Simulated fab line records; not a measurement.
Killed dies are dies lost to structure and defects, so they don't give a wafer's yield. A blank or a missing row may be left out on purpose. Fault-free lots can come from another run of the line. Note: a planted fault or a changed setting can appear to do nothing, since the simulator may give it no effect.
Struck lot and sound lot, side by side || flow nandHarc || 14 steps out of a route of 1302
Sound: these wafers, L793.1, L793.3, L793.6. The struck wafers were L786.1, L786.3, L786.4. The cause is named last.
Order at every step that has rows: each side's tool, ch and its chambers, its first start. Under that, the readings that differ: sound wafers || struck wafers || difference of the means || sigmas: that difference in standard deviations of wafers without a fault.
alike: a reading whose means differ by less than 2 such deviations, as well as words and numbers matching on both sides. not compared: withheld readings; readings where some wafer has no value; bounds like >300 that might hide an equal value; numbers whose values overlap and for which the record gives no deviation.
The two part at a step that has a row with sigmas, a row that says differs or no value, or rows on one side only. When numbers do not overlap yet have no deviation, they are printed without sigmas and do not part them. Lack of a reading on every wafer of one side parts them only where that side has two or more wafers.

first, 1 step without rows for these wafers: NHARC_A_CONTACT_DEVELOP_68 (develop time 35 s).
NHARC_A_CONTACT_CD_MEAS_69: target cd 300 nm.
  sound on cdSem-03 ch 0, day 30 10:53; struck on cdSem-01 ch 0, day 27 22:35
  alike: cdNm
NHARC_A_CONTACT_OVL_MEAS_70:
  sound on overlay-01 at day 30 10:59; struck on overlay-02 at day 27 22:40
  alike: overlayXNm, overlayYNm
NHARC_A_CONTACT_INSPECT_71:
  sound on defectInspect-01 at day 30 11:01; struck on defectInspect-01 at day 27 22:43
  alike: rawDefectCount
NHARC_A_CONTACT_DESCUM_74: chemistry O2, time 3 s.
  sound on rieDiel-07 ch 0,1,3, day 30 11:06; struck on rieDiel-12 ch 0,1,3, day 27 22:47
  alike: drypumpMotorCurrentA, oesProductAu, rfVppV, showerheadPlenumPTorr, throttleValvePct
  not compared: rfHoursCounterH
then, 2 steps without rows for these wafers: NHARC_A_CONTACT_ETCH_75 (etches the open film in CF4, target depth 39 nm, time 65 s); NHARC_A_CONTACT_ETCH_76 (etches the open film in N2/H2, target depth 260 nm, time 475.3 s).
NHARC_A_CONTACT_ETCH_77: etches the open film in CF4/CHF3, target depth 108.9 nm, time 54.5 s.
  sound: rieDiel-07 ch 2,3; struck: rieDiel-12 ch 0,1,2
  alike: biasW, cf4FlowSccm, drypumpMotorCurrentA, oesProductAu, rfVppV, showerheadPlenumPTorr, throttleValvePct
  not compared: rfHoursCounterH
NHARC_A_CONTACT_ETCH_78: etches the open film in O2/COS, target depth 5300 nm, time 1378 s.
  sound: rieDiel-07 ch 2,3; struck: rieDiel-12 ch 0,1,3
  alike: biasW, chamberPressureMTorr, drypumpMotorCurrentA, oesProductAu, rfVppV, showerheadPlenumPTorr, throttleValvePct
  not compared: rfHoursCounterH
then, 1 step without rows for these wafers: NHARC_A_CONTACT_ETCH_124 (etches the open film in C4F8/O2/Ar, time 140 s, target depth 700 nm).
NHARC_A_CONTACT_ETCH_125: etches the open film in C4F8/O2/Ar, time 197 s, target depth 1918 nm.
  sound on harCapEtch-02 ch 0,1, day 30 13:12; struck on harCapEtch-02 ch 0,1, day 28 00:32
  alike: chamberPressureMTorr, oesAirLineAu
  not compared: rfHoursCounterH
then, 1 step without rows for these wafers: NHARC_A_CONTACT_ETCH_126 (etches the open film in C4F8/O2/Ar, time 197 s, target depth 1918 nm).
NHARC_A_CONTACT_ETCH_127: etches the open film in C4F8/O2/Ar, time 197 s, target depth 1918 nm.
  sound on harCapEtch-02 ch 0,1, day 30 13:33; struck on harCapEtch-02 ch 0,1, day 28 00:54
  no value came back on the struck wafers for chamberPressureMTorr (mTorr), oesAirLineAu (a.u.); on the sound wafers chamberPressureMTorr (mTorr) reads 20.014 20.021 20.016
  not compared: rfHoursCounterH
NHARC_A_CONTACT_ETCH_128: etches the open film in C4F8/O2/Ar, time 197 s, target depth 1918 nm.
  sound on harCapEtch-02 ch 0,1, day 30 13:44; struck on harCapEtch-02 ch 0,1, day 28 01:05
  alike: chamberPressureMTorr, oesAirLineAu
  not compared: rfHoursCounterH

WHERE THEY PART
At NHARC_A_CONTACT_ETCH_127 and nowhere else, as far as this record goes. Later steps at which nothing parts them and some readings are alike: NHARC_A_CONTACT_ETCH_128.

WHY: what the simulator had put in
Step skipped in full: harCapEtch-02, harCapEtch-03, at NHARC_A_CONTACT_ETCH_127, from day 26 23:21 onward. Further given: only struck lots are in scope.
